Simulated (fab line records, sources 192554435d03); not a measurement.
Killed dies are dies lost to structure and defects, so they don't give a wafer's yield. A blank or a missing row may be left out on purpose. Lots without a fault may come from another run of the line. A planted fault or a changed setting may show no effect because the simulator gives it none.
Split-lot experiment | flow n5_finfet | 7 lots, 39 wafers read, on a route of 1938 steps

THE SPLIT
At N5_BEOL_M1_TRENCH_ETCH_37 (etches SiOC in C4F6/O2, target depth 55.207 nm, time 29 s), the setting target_depth_a was moved away from the recipe's 552.07 angstrom on 18 of the 39 wafers read, by -50.7% to +51.2%. The other wafers ran this setting at the recipe's value.

FROM THE SPLIT TO THE READING: what the file shows between them, 2 steps
- N5_BEOL_M1_ETCH_41: etches SiCN in CH3F/O2, target depth 31.9 nm, time 57.8 s
- N5_BEOL_M1_STRIP_97: strips in N2/H2, time 10 s

THE READING
trench_depth_nm, in nm, at N5_BEOL_M1_OCD_MEAS_38. Fault-free wafers of this fab line usually give 54.8 nm, standard deviation 0.85 nm.

wafer  | tool, chamber at the split | target_depth_a as run, angstrom | against the recipe | trench_depth_nm, nm | against lot-mates on the recipe
L078.1 | rie_diel-04, 0             | 444.4                           | -19.5%             | 43.5                | -10.5
L078.2 | rie_diel-04, 3             | 552.07                          | recipe             | 54.6                | -
L078.3 | rie_diel-04, 1             | 552.07                          | recipe             | 53.5                | -
L078.4 | rie_diel-04, 2             | 444.4                           | -19.5%             | 44.5                | -9.5
L078.5 | rie_diel-04, 1             | 552.07                          | recipe             | 54.0                | -
L078.6 | rie_diel-04, 0             | 444.4                           | -19.5%             | 42.8                | -11.2
L079.1 | rie_diel-06, 2             | 552.07                          | recipe             | 53.6                | -
L079.3 | rie_diel-06, 3             | 552.07                          | recipe             | 54.9                | -
L079.4 | rie_diel-06, 0             | 552.07                          | recipe             | 55.9                | -
L080.1 | rie_diel-02, 2             | 438.9                           | -20.5%             | 42.5                | -13.0
L080.2 | rie_diel-02, 1             | 438.9                           | -20.5%             | 42.5                | -13.0
L080.3 | rie_diel-02, 3             | 552.07                          | recipe             | 55.5                | -
L080.4 | rie_diel-02, 0             | 552.07                          | recipe             | 55.1                | -
L080.5 | rie_diel-02, 3             | 552.07                          | recipe             | 56.0                | -
L080.6 | rie_diel-02, 0             | 438.9                           | -20.5%             | 44.6                | -10.9
L089.1 | rie_diel-02, 3             | 834.7                           | +51.2%             | 84.7                | +28.9
L089.2 | rie_diel-02, 0             | 552.07                          | recipe             | 57.1                | -
L089.3 | rie_diel-02, 1             | 834.7                           | +51.2%             | 83.8                | +28.0
L089.4 | rie_diel-02, 2             | 552.07                          | recipe             | 54.3                | -
L089.5 | rie_diel-02, 0             | 552.07                          | recipe             | 56.1                | -
L089.6 | rie_diel-02, 1             | 834.7                           | +51.2%             | 83.6                | +27.8
L090.1 | rie_diel-02, 3             | 640.8                           | +16.1%             | 63.9                | +8.6
L090.2 | rie_diel-02, 2             | 640.8                           | +16.1%             | 63.0                | +7.7
L090.3 | rie_diel-02, 1             | 552.07                          | recipe             | 54.9                | -
L090.4 | rie_diel-02, 0             | 552.07                          | recipe             | 55.7                | -
L090.5 | rie_diel-02, 1             | 552.07                          | recipe             | 55.2                | -
L090.6 | rie_diel-02, 0             | 640.8                           | +16.1%             | 65.9                | +10.6
L093.1 | rie_diel-06, 1             | 552.07                          | recipe             | 54.9                | -
L093.2 | rie_diel-06, 3             | 782.7                           | +41.8%             | 78.7                | +23.8
L093.3 | rie_diel-06, 2             | 782.7                           | +41.8%             | 77.5                | +22.6
L093.4 | rie_diel-06, 1             | 552.07                          | recipe             | 55.1                | -
L093.5 | rie_diel-06, 2             | 782.7                           | +41.8%             | 77.9                | +23.0
L093.6 | rie_diel-06, 3             | 552.07                          | recipe             | 54.8                | -
L095.1 | rie_diel-04, 1             | 552.07                          | recipe             | 54.0                | -
L095.2 | rie_diel-04, 0             | 552.07                          | recipe             | 53.3                | -
L095.3 | rie_diel-04, 2             | 552.07                          | recipe             | 54.6                | -
L095.4 | rie_diel-04, 3             | 272                             | -50.7%             | 26.7                | -27.3
L095.5 | rie_diel-04, 0             | 272                             | -50.7%             | 26.4                | -27.6
L095.6 | rie_diel-04, 1             | 272                             | -50.7%             | 26.8                | -27.2

THE FIT
A straight line over all 39 wafers: trench_depth_nm changes by +0.563 nm for each +1% of target_depth_a; r = +1.00; the points scatter about the line by 0.9 nm.
The same after taking each lot's own level away (the mean of its wafers on the recipe; 39 wafers): +0.55 nm for each +1%; r = +1.00; scatter 0.8 nm.
On that fit, the largest move of target_depth_a shifts the reading by 28 nm.
The lots' own levels span 53.97 to 55.83 nm, that is 2.2 times the standard deviation above.
So the lot-to-lot level changes the slope little: the two slopes agree.
Check: with one of the wafers moved furthest among these (+51.2%) left out of the fit, the line predicts +28 nm for it against its lot-mates. It came out at +28.9 nm against them.

OTHER SPLITS ON THESE WAFERS
These wafers also went through other splits before the reading. Each is held against what the fit with the lots' levels taken away leaves over:
other split on the same wafers        | wafers away from the commonest value | r with trench_depth_nm (lot level and that fit taken away)
N5_FIN_SAQP_PECVD_06 time_s           | 12                                   | +0.19
N5_SD_EPI_N_DEVELOP_08 develop_time_s | 12                                   | -0.05
N5_HKMG_FIN_DESCUM_53 time_s          | 12                                   | +0.10

THE WHOLE CHAIN: every reading that the file lists as answering this split, in the file's order
step                      | what it does                                              | reading                                                                          | change (the file's fit)                | r (the file's)
N5_BEOL_M1_TRENCH_ETCH_37 | etches SiOC in C4F6/O2, target depth 55.207 nm, time 29 s | BEOL_M1.feature_depth_nm (the simulator's own value, which no gauge read)        | +0.549 nm for each +1% of the setting  | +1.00
N5_BEOL_M1_TRENCH_ETCH_37 | etches SiOC in C4F6/O2, target depth 55.207 nm, time 29 s | etch.depth_nm (the simulator's own value, which no gauge read)                   | +0.55 nm for each +1% of the setting   | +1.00
N5_BEOL_M1_TRENCH_ETCH_37 | etches SiOC in C4F6/O2, target depth 55.207 nm, time 29 s | TiN_of_BEOL_M1_HM_DEP_02.thk_nm (the simulator's own value, which no gauge read) | -0.0226 nm for each +1% of the setting | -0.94
N5_BEOL_M1_OCD_MEAS_38    |                                                           | trench_depth_nm                                                                  | +0.55 nm for each +1% of the setting   | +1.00

THE FILE'S OWN FIT
trench_depth_nm changes by +0.55 nm for each +1% of target_depth_a, r = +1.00.
